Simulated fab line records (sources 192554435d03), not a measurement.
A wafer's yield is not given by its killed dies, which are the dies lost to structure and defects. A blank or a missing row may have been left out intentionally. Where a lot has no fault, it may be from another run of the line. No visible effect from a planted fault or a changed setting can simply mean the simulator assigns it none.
Matching of chambers + flow n5-finfet + N5_SD_EPI_N_LINER_46 on ald-sin-04 has 4 sister chambers
The step material SiNx, target thk 3 nm. 8 wafers are shown with their chamber, then 12 later ones without.

## WAFERS PAIRED WITH THEIR CHAMBERS
| wafer  | chamber | heater-power-w (W) | susceptor-temp-C (C) |
|--------|---------|--------------------|----------------------|
| L081.2 | 3       | 886                | 400.15               |
| L089.4 | 2       | 853                | 400.28               |
| L090.1 | 3       | 866                | 399.87               |
| L090.2 | 2       | 875                | 399.78               |
| L090.3 | 1       | 751                | 400.25               |
| L091.1 | 0       | 813                | 400.35               |
| L091.3 | 1       | 764                | 399.90               |
| L091.6 | 0       | 788                | 400.20               |

## WAFERS MISSING THEIR CHAMBER
| wafer  | heater-power-w (W) | susceptor-temp-C (C) |
|--------|--------------------|----------------------|
| L093.1 | 868                | 400.32               |
| L093.4 | 791                | 400.03               |
| L093.6 | 757                | 400.18               |
| L094.2 | 869                | 400.20               |
| L094.3 | 903                | 399.92               |
| L094.6 | 768                | 400.04               |
| L095.2 | 869                | 399.79               |
| L095.4 | 763                | 400.05               |
| L095.5 | 751                | 400.18               |
| L097.2 | 746                | 400.25               |
| L097.3 | 871                | 399.68               |
| L097.5 | 808                | 400.12               |

## EACH ONE'S CHAMBER
| wafer  | from the rows above     | in truth |
|--------|-------------------------|----------|
| L093.1 | can't be placed: 2 or 3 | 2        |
| L093.4 | can't be placed: 0 or 1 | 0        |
| L093.6 | 1                       | 1        |
| L094.2 | can't be placed: 2 or 3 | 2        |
| L094.3 | can't be placed: 3 or 2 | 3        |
| L094.6 | can't be placed: 1 or 0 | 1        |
| L095.2 | can't be placed: 3 or 2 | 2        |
| L095.4 | 1                       | 1        |
| L095.5 | 1                       | 1        |
| L097.2 | 1                       | 1        |
| L097.3 | can't be placed: 3 or 2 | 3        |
| L097.5 | 0                       | 0        |
Correctly placed: 5 of 12. Unplaceable from these rows: 7, with the true chamber sitting among the candidates in 7. 0 placed wrongly.
How it was worked out, from the rows above alone: a wafer's distance from a chamber is the root of the sum, over the readings, of the square of ((its reading less the chamber's mean) divided by the reading's scatter). The wafer belongs to the nearest chamber; if the next one is less than 2 further off, it can't be placed. For every chamber, the mean is computed from those of its wafers that are shown. The scatter: take each reading less its chamber's mean, square it, sum over the shown wafers, divide by the number of wafers less the number of chambers, and take the root.
